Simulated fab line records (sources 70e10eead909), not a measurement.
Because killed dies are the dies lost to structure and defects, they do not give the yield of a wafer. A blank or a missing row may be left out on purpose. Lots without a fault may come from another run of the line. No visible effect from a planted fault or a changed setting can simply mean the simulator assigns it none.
fab line records | flow nand_harc
record: lots: 6 | wafers: 18 | last_day: 32
route steps=1302 shown THIN_TSV@1282
lots untouched by any fault: they come from a run of this same line in which no faults occurred
start_h: hours from the record's opening day to when the first of the lot's shown wafers began | wait_h: hours from the lot's prior step to this one | " identical to the entry in the row above | L1.1+2: several wafers, shown together as one row | - no value, or no start given | * or withheld: withheld | < > ~ a bound
route shown NAME@n: a module of which the file shows steps, and the number in the route of the first | usual: mean and standard deviation over wafers with no fault | same: alike in all rows | chamber/n: place in a boat | sites: each site's reading | _std_site: their standard deviation | _edge_site: the outer-site mean with the inner-site mean subtracted | radius_mm: for every site, how far away it sits from the centre of the wafer | mask NAME#n: copy n | behind: the most recent tool/chamber to have shaped the wafer | hold: the reason the lot was held/the length of the hold in hours/how it ended | device: the transistor (n, p or np) that didn't switch | end of line: the same wafers' tests at the end of the route | a step with no rows: only its recipe | killed: count of dies lost to structure and defects at first sort (not the wafer's yield) | map: per-die view of a wafer (x killed, . not killed, _ where there is no die)
set.NAME: setting as actually run; set.NAME@STEP: the setting as run at that earlier step | model.NAME: the simulator's own value behind a step, which no gauge read
a table for each step, a row for each wafer; lots at some steps of the route
services: when a tool's chamber went out of use (start_h, in hours from the record's first day, below 0 if earlier), for how many hours, and the reason
== steps ==
step: NHARC_THIN_TSV_PVD_24
recipe: target_thk_a: 8000 | power_w: withheld | chamber_pressure_pa: withheld | substrate_temp_c: withheld | time_s: withheld | gas: Ar | material: Al
step: NHARC_THIN_TSV_DEHYDRATE_25
recipe: temp_c: 150 | time_s: 120
step: NHARC_THIN_TSV_HMDS_26
recipe: time_s: 30
step: NHARC_THIN_TSV_COAT_27
recipe: spin_rpm: *
step: NHARC_THIN_TSV_SOFTBAKE_28
recipe: temp_c: 122 | time_s: 95
step: NHARC_THIN_TSV_EBR_29
step: NHARC_THIN_TSV_EXPOSE_30
recipe: na: 0.55 | dose_mj: 11.47 | mask_id: PAD
step: NHARC_THIN_TSV_PEB_31
recipe: peb_temp_c: 118 | peb_time_s: 85
step: NHARC_THIN_TSV_DEVELOP_32
recipe: time_s: 70
step: NHARC_THIN_TSV_CD_MEAS_33
recipe: target_cd_nm: 5000 | landing_energy_ev: 500
usual: cd_nm: 5001.5/2
lot.wafer | tool      | chamber | start_h | wait_h | cd_nm
L351.1    | cd_sem-03 | 0       | 563.61  | -      | 4998.9
L351.4    | "         | 0       | "       | "      | 5000.3
L351.5    | "         | 0       | "       | "      | 5002.7
L359.4    | cd_sem-01 | 0       | 650.94  | -      | 5002.6
L359.5    | "         | 0       | "       | "      | 5004.1
L359.6    | "         | 0       | "       | "      | 5002.1
L362.1    | cd_sem-03 | 0       | 680.63  | -      | 5000.0
L362.4    | "         | 0       | "       | "      | 4998.5
L362.6    | "         | 0       | "       | "      | 4998.8
L370.1    | cd_sem-01 | 0       | 752.89  | -      | 5003.7
L370.4    | "         | 0       | "       | "      | 5005.3
L370.5    | "         | 0       | "       | "      | 5001.4
L368.1    | cd_sem-01 | 0       | 753.57  | -      | 5004.1
L368.5    | "         | 0       | "       | "      | 5002.1
L368.6    | "         | 0       | "       | "      | 5000.5
L369.2    | cd_sem-01 | 0       | 761.70  | -      | 5004.1
L369.3    | "         | 0       | "       | "      | 5003.3
L369.5    | "         | 0       | "       | "      | 5001.6
step: NHARC_THIN_TSV_HARDBAKE_34
recipe: temp_c: 125 | time_s: 80
step: NHARC_THIN_TSV_DESCUM_35
recipe: time_s: 3 | o2_flow_sccm: 200 | ar_flow_sccm: 0 | bias_power_w: 0 | chemistry: O2
usual: drypump_motor_current_A: 5.5/0.37 | oes_product_au: 0.997/0.01 | rf_vpp_V: 57.7/0.85 | showerhead_plenum_p_Torr: 1.90/0.081 | throttle_valve_pct: 11.311/0.01
same: time_s: 3
lot.wafer | tool        | chamber | start_h | wait_h | drypump_motor_current_A | oes_product_au | rf_hours_counter_h | rf_vpp_V | showerhead_plenum_p_Torr | throttle_valve_pct
L351.1    | rie_diel-05 | 3       | 563.77  | -      | 5.4                     | 1.010          | 9                  | 57.0     | 2.00                     | 11.298
L351.4    | "           | 1       | "       | "      | 5.3                     | 1.005          | 10                 | 58.9     | 1.78                     | 11.310
L351.5    | "           | 3       | "       | "      | 5.4                     | 1.008          | -                  | 58.6     | 2.00                     | 11.313
L359.4    | rie_diel-04 | 2       | 651.13  | -      | 5.8                     | 1.014          | 5                  | 56.1     | 1.78                     | 11.288
L359.5    | "           | 3       | "       | "      | 5.2                     | 0.995          | -                  | 58.9     | 2.06                     | 11.311
L359.6    | "           | 0       | "       | "      | 5.2                     | 1.002          | -                  | 58.6     | 1.94                     | 11.304
L362.4    | rie_diel-05 | 2       | 680.79  | -      | 5.0                     | 0.981          | 5                  | 58.3     | 1.88                     | 11.322
L362.1    | "           | 1       | "       | "      | 5.2                     | 0.984          | 7                  | 57.2     | 1.78                     | 11.317
L362.6    | "           | 2       | "       | "      | 5.0                     | 0.977          | -                  | 56.2     | 1.88                     | 11.320
L370.1    | rie_diel-05 | 3       | 753.05  | -      | 5.4                     | 0.994          | 11                 | 58.4     | 1.99                     | 11.315
L370.4    | "           | 1       | "       | "      | 5.3                     | 0.988          | 11                 | 57.3     | 1.78                     | 11.305
L370.5    | "           | 0       | "       | "      | 5.9                     | 1.009          | -                  | 57.3     | 1.89                     | 11.324
L368.1    | rie_diel-05 | 2       | 753.74  | -      | 5.0                     | 1.007          | 9                  | 57.9     | 1.88                     | 11.299
L368.6    | "           | 1       | "       | "      | 5.2                     | 0.984          | -                  | 56.3     | 1.78                     | 11.308
L368.5    | "           | 2       | "       | "      | 5.0                     | 0.994          | -                  | 58.0     | 1.88                     | 11.319
L369.2    | rie_diel-01 | 0       | 761.86  | -      | 5.0                     | 0.998          | 1                  | 58.6     | 1.97                     | 11.296
L369.3    | "           | 2       | "       | "      | 6.2                     | 1.010          | 2                  | 56.3     | 1.96                     | 11.330
L369.5    | "           | 1       | "       | "      | 5.6                     | 0.986          | -                  | 57.7     | 1.91                     | 11.312
step: NHARC_THIN_TSV_ETCH_59
recipe: target_depth_a: 8800 | icp_w: 900 | bias_w: 100 | Cl2_flow_sccm: 60 | bcl3_flow_sccm: 30 | time_s: 138.1 | chemistry: Cl2/BCl3
usual: drypump_motor_current_A: 5.71/0.19 | oes_product_au: 1.000/0.0096 | run_length_s: 159.4/0.45 | throttle_valve_pct: 22.265/0.0088
lot.wafer | tool         | chamber | start_h | wait_h | drypump_motor_current_A | oes_product_au | rf_hours_counter_h | run_length_s | throttle_valve_pct
L351.1    | rie_metal-03 | 0       | 563.93  | 0.2    | 5.91                    | 0.998          | 0.7                | 160.3        | 22.262
L351.4    | "            | 1       | "       | "      | 5.73                    | 1.000          | -                  | 159.1        | 22.270
L351.5    | "            | 0       | "       | "      | 5.94                    | 1.010          | -                  | 159.7        | 22.261
L359.4    | rie_metal-03 | 0       | 651.33  | 0.2    | 5.94                    | 1.001          | -                  | 159.8        | 22.261
L359.6    | "            | 1       | "       | "      | 5.75                    | 1.010          | -                  | 159.0        | 22.273
L359.5    | "            | 0       | "       | "      | 5.93                    | 0.998          | -                  | 159.9        | 22.254
L362.1    | rie_metal-03 | 1       | 680.96  | 0.1    | 5.73                    | 0.984          | 2.7                | 159.0        | 22.255
L362.4    | "            | 0       | "       | "      | 5.93                    | 0.997          | -                  | 160.2        | 22.272
L362.6    | "            | 1       | "       | "      | 5.74                    | 0.993          | -                  | 159.0        | 22.260
L370.1    | rie_metal-03 | 1       | 753.22  | 0.2    | 5.73                    | 1.006          | 0.5                | 158.9        | 22.266
L370.4    | "            | 0       | "       | "      | 5.92                    | 0.994          | -                  | 145.0        | 22.270
L370.5    | "            | 1       | "       | "      | 5.75                    | 1.007          | -                  | 158.8        | 22.265
L368.1    | rie_metal-01 | 0       | 753.90  | 0.1    | 5.67                    | 0.975          | 2.7                | 159.9        | 22.258
L368.5    | "            | 1       | "       | "      | 5.51                    | 1.014          | -                  | 159.7        | 22.256
L368.6    | "            | 0       | "       | "      | 5.67                    | 0.997          | -                  | 159.6        | 22.255
L369.2    | rie_metal-03 | 0       | 762.03  | 0.2    | 5.93                    | 0.999          | 0.7                | 145.5        | 22.270
L369.3    | "            | 1       | "       | "      | 5.75                    | 0.995          | -                  | 158.9        | 22.273
L369.5    | "            | 0       | "       | "      | 5.92                    | 1.000          | -                  | 145.2        | 22.267
step: NHARC_THIN_TSV_ETCH_36
recipe: target_depth_a: 650 | over_etch_frac: 0.3 | time_s: 18.571 | ion_energy_ev: 150 | chemistry: Cl2/BCl3
usual: drypump_motor_current_A: 5.70/0.19 | oes_product_au: 1.000/0.01 | run_length_s: 39.9/0.39
same: time_s: 18.571
lot.wafer | tool         | chamber | start_h | wait_h | drypump_motor_current_A | oes_product_au | rf_hours_counter_h | run_length_s
L351.1    | rie_metal-03 | 0       | 564.15  | 0.2    | 5.93                    | 1.000          | 0.9                | 40.1
L351.4    | "            | 1       | "       | "      | 5.75                    | 0.986          | -                  | 39.8
L351.5    | "            | 0       | "       | "      | 5.92                    | 0.993          | -                  | 40.2
L359.4    | rie_metal-03 | 0       | 651.49  | 0.1    | 5.93                    | 0.998          | -                  | 40.1
L359.5    | "            | 0       | "       | "      | 5.93                    | 1.004          | -                  | 40.1
L359.6    | "            | 1       | "       | "      | 5.73                    | 0.998          | -                  | 39.5
L362.1    | rie_metal-03 | 1       | 681.18  | 0.2    | 5.75                    | 1.002          | 2.8                | 39.3
L362.4    | "            | 1       | "       | "      | 5.73                    | 0.988          | -                  | 39.5
L362.6    | "            | 0       | "       | "      | 5.92                    | 1.011          | -                  | 40.1
L370.1    | rie_metal-03 | 1       | 753.45  | 0.2    | 5.74                    | 0.994          | 0.7                | 39.5
L370.4    | "            | 0       | "       | "      | 5.93                    | 1.001          | -                  | 40.1
L370.5    | "            | 0       | "       | "      | 5.94                    | 1.007          | -                  | 40.1
L368.1    | rie_metal-01 | 1       | 754.12  | 0.2    | 5.51                    | 1.007          | 2.8                | 39.8
L368.5    | "            | 1       | "       | "      | 5.50                    | 1.009          | -                  | 39.9
L368.6    | "            | 0       | "       | "      | 5.63                    | 0.982          | -                  | 39.9
L369.2    | rie_metal-03 | 0       | 762.25  | 0.2    | 5.92                    | 1.001          | 0.9                | 40.2
L369.3    | "            | 1       | "       | "      | 5.77                    | 0.992          | -                  | 39.6
L369.5    | "            | 1       | "       | "      | 5.74                    | 0.999          | -                  | 39.3
== services ==
tool         | chamber | start_h | hours | kind
rie_metal-03 | 1       | 548.03  | 9.4   | repair
rie_diel-01  | -       | 557.80  | 9.0   | pm
rie_metal-01 | -       | 579.67  | 9.0   | pm
rie_diel-05  | -       | 583.64  | 9.0   | pm
rie_metal-01 | -       | 614.14  | 1.5   | repair
rie_diel-05  | 2       | 618.01  | 15.0  | repair
rie_diel-01  | -       | 624.19  | 2.0   | repair
rie_metal-03 | 1       | 651.68  | 20.5  | repair
rie_diel-01  | 3       | 662.38  | 4.5   | repair
rie_diel-04  | 2       | 662.81  | 4.8   | repair
rie_metal-03 | 0       | 663.19  | 2.0   | repair
rie_diel-01  | 2       | 666.84  | 1.5   | repair
rie_diel-05  | 2       | 682.03  | 5.5   | repair
rie_diel-04  | 1       | 685.19  | 16.3  | repair
rie_metal-03 | -       | 696.10  | 9.0   | pm
rie_metal-03 | 0       | 696.10  | 9.0   | vent_cycle
rie_metal-03 | 1       | 696.10  | 9.0   | vent_cycle
rie_diel-04  | 2       | 700.18  | 2.8   | repair
rie_metal-03 | 0       | 705.10  | -     | clean
rie_diel-04  | -       | 708.90  | 9.0   | pm
rie_diel-01  | -       | 734.80  | 9.0   | pm
rie_metal-01 | -       | 754.57  | 0.9   | repair
rie_metal-01 | -       | 756.67  | 9.0   | pm
rie_diel-05  | -       | 760.64  | 9.0   | pm
== key ==
first_sign: step: NHARC_THIN_TSV_ETCH_59 | reading: run_length_s | direction: down | sigmas: 32 | usual: * | struck: *
effect none on later readings
met_at NHARC_THIN_TSV_ETCH_59
struck_wafers L369.2,L369.5,L370.4
later_rows_left_out L369.2,L369.5,L370.4
sort_left_out L369.2,L369.5,L370.4
onset_between 680.96 753.22
fault: kind: process_parameter_drift | tool: rie_metal-03 | chamber: 0 | onset_h: 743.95 | steps: NHARC_THIN_TSV_ETCH_59 | channel: time_s | offset: * | shape: step | end_h: 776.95 | acts_in: * | stated: *
sort_left_out: the simulated sort isn't trusted on such a fault, so these wafers' sort isn't shown, and their yield isn't known
later_rows_left_out: the simulator's readings of these wafers behind a module that went badly wrong aren't trusted and aren't shown, but for the sort
